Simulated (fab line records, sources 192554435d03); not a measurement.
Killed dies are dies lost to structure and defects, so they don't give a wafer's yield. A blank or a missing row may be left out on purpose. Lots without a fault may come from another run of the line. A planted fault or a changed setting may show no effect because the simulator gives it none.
Which tool did it? | flow n5_finfet | 24 lots, 72 wafers sampled, at 4 steps of a route of 1938

WHAT THE GAUGES READ, wafer by wafer
N5_BEOL_M11_INSPECT_13: inspects for defects (brightfield). Usual: raw_defect_count 479, standard deviation 110.
lot  | measured     | on                | raw_defect_count | flag
L075 | day 11 02:16 | defect_inspect-02 | 352 440 289      |
L074 | day 11 02:25 | defect_inspect-02 | 485 471 589      |
L078 | day 13 06:04 | defect_inspect-01 | 334 377 384      |
L077 | day 13 06:55 | defect_inspect-02 | 380 404 325      |
L076 | day 13 13:19 | defect_inspect-02 | 483 327 453      |
L083 | day 13 15:53 | defect_inspect-01 | 430 543 444      |
L080 | day 13 19:53 | defect_inspect-01 | 275 379 237      |
L081 | day 13 21:20 | defect_inspect-01 | 260 375 278      |
L079 | day 14 06:27 | defect_inspect-01 | 416 580 636      |
L082 | day 14 09:47 | defect_inspect-02 | 724 669 543      |
L084 | day 14 18:32 | defect_inspect-02 | 690 716 608      |
L086 | day 15 00:50 | defect_inspect-01 | 482 454 455      |
L085 | day 15 04:52 | defect_inspect-01 | 488 465 564      |
L088 | day 15 07:45 | defect_inspect-02 | 564 695 680      |
L087 | day 15 15:24 | defect_inspect-02 | 775 479 560      |
L091 | day 15 21:46 | defect_inspect-02 | 439 524 393      |
L089 | day 16 10:51 | defect_inspect-02 | 348 491 419      |
L093 | day 16 14:59 | defect_inspect-01 | 465 595 501      |
L090 | day 16 19:03 | defect_inspect-01 | 609 632 595      |
L094 | day 16 23:19 | defect_inspect-01 | 494 529 515      |
L092 | day 17 01:59 | defect_inspect-02 | 415 509 606      |
L095 | day 17 08:31 | defect_inspect-01 | 541 450 520      |
L096 | day 17 23:15 | defect_inspect-02 | 319 332 380      |
L097 | day 18 02:13 | defect_inspect-02 | 580 437 472      |

N5_BEOL_M11_CD_MEAS_18: pitch 140 nm, target cd 70 nm. Usual: cd_nm 69.8 nm, standard deviation 1.
lot  | measured     | on        | cd_nm (nm)     | flag
L075 | day 11 02:44 | cd_sem-01 | 69.4 68.9 69.6 |
L074 | day 11 02:55 | cd_sem-03 | 69.2 68.6 70.3 |
L078 | day 13 06:38 | cd_sem-03 | 70.7 69.1 70.4 |
L077 | day 13 07:25 | cd_sem-02 | 68.6 68.9 68.5 |
L076 | day 13 13:48 | cd_sem-02 | 69.4 69.4 69.0 |
L083 | day 13 16:23 | cd_sem-03 | 70.3 68.7 70.6 |
L080 | day 13 20:50 | cd_sem-03 | 69.8 70.2 69.9 |
L081 | day 13 21:49 | cd_sem-02 | 70.1 70.8 71.1 |
L079 | day 14 06:56 | cd_sem-03 | 70.2 69.3 69.9 |
L082 | day 14 10:16 | cd_sem-01 | 68.3 68.6 69.1 |
L084 | day 14 19:05 | cd_sem-02 | 70.2 68.7 69.3 |
L086 | day 15 01:23 | cd_sem-01 | 69.2 69.9 70.8 |
L085 | day 15 05:21 | cd_sem-02 | 70.2 71.5 70.5 |
L088 | day 15 08:23 | cd_sem-02 | 71.1 69.4 70.8 |
L087 | day 15 15:55 | cd_sem-03 | 69.6 70.9 72.0 |
L091 | day 15 22:16 | cd_sem-01 | 67.9 68.7 68.0 |
L089 | day 16 11:32 | cd_sem-03 | 71.3 69.8 71.3 |
L093 | day 16 15:29 | cd_sem-03 | 68.4 69.4 70.2 |
L090 | day 16 19:32 | cd_sem-03 | 71.6 71.2 70.5 |
L094 | day 16 23:49 | cd_sem-03 | 70.5 70.2 71.6 |
L092 | day 17 02:45 | cd_sem-01 | 71.3 69.5 70.0 |
L095 | day 17 09:00 | cd_sem-01 | 68.6 68.4 68.5 |
L096 | day 18 00:13 | cd_sem-02 | 70.0 70.3 70.3 |
L097 | day 18 03:39 | cd_sem-03 | 70.3 69.5 69.8 |

N5_BEOL_M11_OVL_MEAS_29. Usual: V10_OVL -0.3 nm, standard deviation 0.81.
lot  | measured     | on         | V10_OVL (nm)   | flag
L075 | day 11 04:33 | overlay-02 | -1.1 0.2 0.6   |
L074 | day 11 04:23 | overlay-02 | -1.2 -0.3 -0.1 |
L078 | day 13 09:14 | overlay-02 | 0.7 -0.6 0.5   |
L077 | day 13 09:24 | overlay-01 | -0.5 -0.3 -1.4 |
L076 | day 13 14:45 | overlay-02 | -0.6 0.1 0.3   |
L083 | day 13 18:07 | overlay-01 | 0.1 0.7 -0.3   |
L080 | day 13 23:12 | overlay-01 | -1.6 -1.7 -0.9 |
L081 | day 13 23:23 | overlay-01 | 0.1 0.5 -0.3   |
L079 | day 14 08:53 | overlay-02 | 0.1 -0.4 -1.1  |
L082 | day 14 10:41 | overlay-02 | -0.7 0.2 -0.6  |
L084 | day 14 23:14 | overlay-02 | -0.4 0.4 -0.4  |
L086 | day 15 02:58 | overlay-01 | -0.8 -0.1 0.1  |
L085 | day 15 07:06 | overlay-02 | 1.0 1.1 1.1    |
L088 | day 15 08:49 | overlay-01 | 0.7 0.9 1.1    |
L087 | day 15 16:21 | overlay-01 | 1.5 -2.1 0.3   |
L091 | day 16 00:12 | overlay-01 | -0.8 -1.4 0.2  |
L089 | day 16 13:33 | overlay-02 | -0.4 0.8 -0.2  |
L093 | day 16 17:34 | overlay-02 | -1.1 -1.0 -1.3 |
L090 | day 16 20:20 | overlay-01 | -1.1 -0.6 -0.9 |
L094 | day 17 03:11 | overlay-01 | 0.1 0.3 0.6    |
L092 | day 17 03:14 | overlay-01 | -0.3 0.0 -0.8  |
L095 | day 17 09:29 | overlay-01 | -0.4 -0.6 -0.7 |
L096 | day 18 01:48 | overlay-02 | -0.7 0.0 -0.2  |
L097 | day 18 06:49 | overlay-01 | -1.4 -0.8 -0.7 |

N5_BEOL_M11_INSPECT_30: inspects for defects (brightfield). Usual: raw_defect_count 479, standard deviation 110.
lot  | measured     | on                | raw_defect_count | flag
L075 | day 11 04:34 | defect_inspect-02 | 368 456 299      |
L074 | day 11 04:24 | defect_inspect-02 | 531 453 584      |
L078 | day 13 09:16 | defect_inspect-01 | 340 378 365      |
L077 | day 13 09:26 | defect_inspect-01 | 374 432 338      |
L076 | day 13 14:47 | defect_inspect-02 | 502 341 469      |
L083 | day 13 18:09 | defect_inspect-01 | 415 519 453      |
L080 | day 13 23:14 | defect_inspect-02 | 279 381 261      |
L081 | day 13 23:24 | defect_inspect-01 | 253 356 278      |
L079 | day 14 08:55 | defect_inspect-02 | 405 584 617      |
L082 | day 14 10:42 | defect_inspect-01 | 666 712 557      |
L084 | day 14 23:16 | defect_inspect-02 | 697 738 612      |
L086 | day 15 02:59 | defect_inspect-01 | 492 431 473      |
L085 | day 15 07:07 | defect_inspect-02 | 483 480 564      |
L088 | day 15 08:50 | defect_inspect-02 | 582 689 681      |
L087 | day 15 16:23 | defect_inspect-01 | 787 467 545      |
L091 | day 16 00:13 | defect_inspect-01 | 435 493 435      |
L089 | day 16 13:35 | defect_inspect-02 | 342 490 439      |
L093 | day 16 17:35 | defect_inspect-02 | 510 649 517      |
L090 | day 16 20:22 | defect_inspect-01 | 590 611 571      |
L094 | day 17 03:13 | defect_inspect-01 | 477 547 543      |
L092 | day 17 03:16 | defect_inspect-01 | 413 482 598      |
L095 | day 17 09:31 | defect_inspect-01 | 533 443 537      |
L096 | day 18 01:50 | defect_inspect-01 | 338 354 380      |
L097 | day 18 06:50 | defect_inspect-01 | 574 414 475      |

WHICH TOOL RAN EACH LOT (tool, then ch and the chambers of the sampled wafers, then the start)
The record holds no process step before these readings.

WHAT THE TOOLS THEMSELVES READ (means of the sampled wafers that have a number; where no wafer has one, the mark that the record gives instead)
The record holds no such reading with a usual standard deviation.

THE ANSWER, worked out from the rows above alone
Rule: a lot is off if the mean of its wafers that have a number lies more than 3 standard deviations from the usual mean. A lot without any number at a reading at which 4 lots or more have one is off too. The other lots that the step has rows for count as sound. The gauges are gone through in route order, then the tools' own readings, and for those a lot's mean is taken as printed above. The first step at which some lot is off is used, and at that step the reading that is off furthest; a lot without a number counts as furthest.
No lot is off at any reading shown: from this, nothing can be told.

WHAT THE SIMULATOR HAD PUT IN
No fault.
